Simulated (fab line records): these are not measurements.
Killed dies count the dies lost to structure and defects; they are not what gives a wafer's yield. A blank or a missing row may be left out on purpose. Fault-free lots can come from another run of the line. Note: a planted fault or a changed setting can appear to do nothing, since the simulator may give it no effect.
A lot that was struck, set against a sound lot	flow nand_harc	42 out of 1302 route steps
Sound: these wafers, L372.1, L372.2, L372.5. Wafers L387.1, L387.5, L387.6 were the ones struck. The cause is named last.
At each step with rows: each side's tool, then ch and its chambers, then its first start. Under that, the readings that differ: sound wafers	struck wafers	difference of the means	sigmas: that difference in standard deviations of wafers without a fault.
alike: words and numbers the same on both sides, and readings whose means are apart by under 2 such deviations; not compared: readings that were withheld, readings missing a value for some wafer, numbers with overlapping values and no deviation given by the record, and bounds like >300 which may hide the same value.
The two part at a step that has a row with sigmas, a row that says differs or no value, or rows on one side only. Numbers that have no deviation but don't overlap get no sigmas and don't part them. Lack of a reading on every wafer of one side parts them only where that side has two or more wafers.

first, 4 steps without rows for these wafers: NHARC_A_CONTACT_ETCH_130 (etches the open film in C4F8/O2/Ar, time 197 s, target depth 1918 nm); NHARC_A_CONTACT_ETCH_131 (etches the open film in C4F8/O2/Ar, time 197 s, target depth 1918 nm); NHARC_A_CONTACT_ETCH_132 (etches the open film in C4F8/O2/Ar, time 197 s, target depth 1924 nm); NHARC_A_CONTACT_ETCH_133 (etches the open film in C4F8/O2/Ar, time 374 s, target depth 1610 nm).
NHARC_A_CONTACT_ETCH_91: etches the open film in CH3F/O2, target depth 40 nm, time 85.7 s.
  sound on rie_diel-08 ch 0,2,3, day 23 08:25; struck on rie_diel-04 ch 0,2,3, day 29 14:59
  alike: ch3f_flow_sccm, drypump_motor_current_A, oes_product_au, rf_vpp_V, showerhead_plenum_p_Torr, throttle_valve_pct
  not compared: rf_hours_counter_h
then, 1 step without rows for these wafers: NHARC_A_CONTACT_ETCH_97 (etches the open film in C4F6/O2, target depth 20 nm, time 10 s).
NHARC_A_CONTACT_CD_MEAS_80:
  sound on cd_sem-01, day 23 08:36; struck on cd_sem-02, day 29 15:10
  alike: cd_nm
then, 5 steps without rows for these wafers: NHARC_A_CONTACT_STRIP_103 (strips in N2/H2); NHARC_A_CONTACT_STRIP_104 (strips in CF4/CHF3); NHARC_A_CONTACT_STRIP_105 (strips in O2/COS); NHARC_A_CONTACT_ETCH_106 (etches the open film in CF4/O2, target depth 90 nm, overetch 9 nm, time 49.5 s); NHARC_A_CONTACT_STRIP_82 (strips in O2).
NHARC_A_CONTACT_STRIP_83: strips in post etch residue remover, time 600 s.
  sound on wet_bench-04 ch 4,5,6, day 23 09:17; struck on wet_bench-04 ch 0,1,7, day 29 15:53
then, 12 steps without rows for these wafers: NHARC_A_CONTACT_DEP_84 (deposits aC, target thk 2800 nm); NHARC_A_CONTACT_DEP_85 (deposits SiON, target thk 60 nm); NHARC_A_CONTACT_DEHYDRATE_00 (time 120 s); NHARC_A_CONTACT_HMDS_01 (time 30 s); NHARC_A_CONTACT_COAT_86 (time 75 s); NHARC_A_CONTACT_COAT_87 (time 65 s); NHARC_A_CONTACT_COAT_02 (resist thk 90 nm); NHARC_A_CONTACT_SOFTBAKE_03 (time 55 s); NHARC_A_CONTACT_EBR_04; NHARC_A_CONTACT_EXPOSE_05 (exposes mask A CC); NHARC_A_CONTACT_PEB_06 (peb time 65 s); NHARC_A_CONTACT_DEVELOP_07 (develop time 35 s).
NHARC_A_CONTACT_CD_MEAS_08: target cd 200 nm.
  sound on cd_sem-01 ch 0, day 23 13:37; struck on cd_sem-02 ch 0, day 29 20:27
  alike: cd_nm
NHARC_A_CONTACT_OVL_MEAS_09:
  sound on overlay-01, day 23 13:42; struck on overlay-01, day 29 20:32
  alike: overlay_x_nm, overlay_y_nm
then, 1 step without rows for these wafers: NHARC_A_CONTACT_DESCUM_13 (chemistry O2, time 3 s).
NHARC_A_CONTACT_ETCH_88: etches the open film in CF4, target depth 39 nm, time 65 s.
  sound on rie_diel-08 ch 0,1,2, day 23 13:54; struck on rie_diel-08 ch 0,1,3, day 29 20:44
  alike: drypump_motor_current_A, oes_product_au, rf_vpp_V, showerhead_plenum_p_Torr, throttle_valve_pct
  not compared: rf_hours_counter_h
NHARC_A_CONTACT_ETCH_89: etches the open film in N2/H2, target depth 260 nm, time 475.3 s.
  sound: rie_diel-08 ch 0,1,2; struck: rie_diel-08 ch 0,2,3
  alike: drypump_motor_current_A, oes_product_au, rf_vpp_V, showerhead_plenum_p_Torr, throttle_valve_pct
  not compared: rf_hours_counter_h
then, 5 steps without rows for these wafers: NHARC_A_CONTACT_ETCH_30 (etches the open film in CF4/CHF3, target depth 72.6 nm, time 36.3 s); NHARC_A_CONTACT_ETCH_31 (etches the open film in O2/COS, target depth 2800 nm, time 728 s); NHARC_A_CONTACT_ETCH_134 (etches the open film in C4F8/O2/Ar, time 140 s, target depth 700 nm); NHARC_A_CONTACT_ETCH_135 (etches the open film in C4F8/O2/Ar, time 311 s, target depth 1912 nm); NHARC_A_CONTACT_ETCH_136 (etches the open film in C4F8/O2/Ar, time 311 s, target depth 1912 nm).
NHARC_A_CONTACT_ETCH_137: etches the open film in C4F8/O2/Ar, time 311 s, target depth 1912 nm.
  sound on har_cap_etch-01 ch 0,1, day 23 15:41; struck on har_cap_etch-02 ch 0,1, day 29 22:33
  not compared: rf_hours_counter_h
NHARC_A_CONTACT_ETCH_138: etches the open film in C4F8/O2/Ar, time 311 s, target depth 1914 nm.
  sound on har_cap_etch-01 ch 0,1, day 23 15:58; struck on har_cap_etch-02 ch 0,1, day 29 22:50
  not compared: rf_hours_counter_h
then, 3 steps without rows for these wafers: NHARC_A_CONTACT_ETCH_139 (etches the open film in C4F8/O2/Ar, time 195 s, target depth 840 nm); NHARC_A_CONTACT_ETCH_92 (etches the open film in CH3F/O2, target depth 40 nm, time 85.7 s); NHARC_A_CONTACT_ETCH_98 (etches the open film in C4F6/O2, target depth 20 nm, time 10 s).
NHARC_A_CONTACT_CD_MEAS_15:
  sound on cd_sem-02, day 23 17:01; struck on cd_sem-02, day 29 23:50
  alike: cd_nm
-- record jumps: 2 days between struck wafers' starts before vs after; left off in module A_CONTACT, resumes in module END, first step shown is number 1302 of the route --
NHARC_END_SORT_01:
  at this point the record logs the struck wafers (prober-01 ch 0, day 32 04:13) and has no rows for the sound ones

WHERE THEY PART
Only at NHARC_END_SORT_01, within this record.

WHY: the cause the simulator had injected
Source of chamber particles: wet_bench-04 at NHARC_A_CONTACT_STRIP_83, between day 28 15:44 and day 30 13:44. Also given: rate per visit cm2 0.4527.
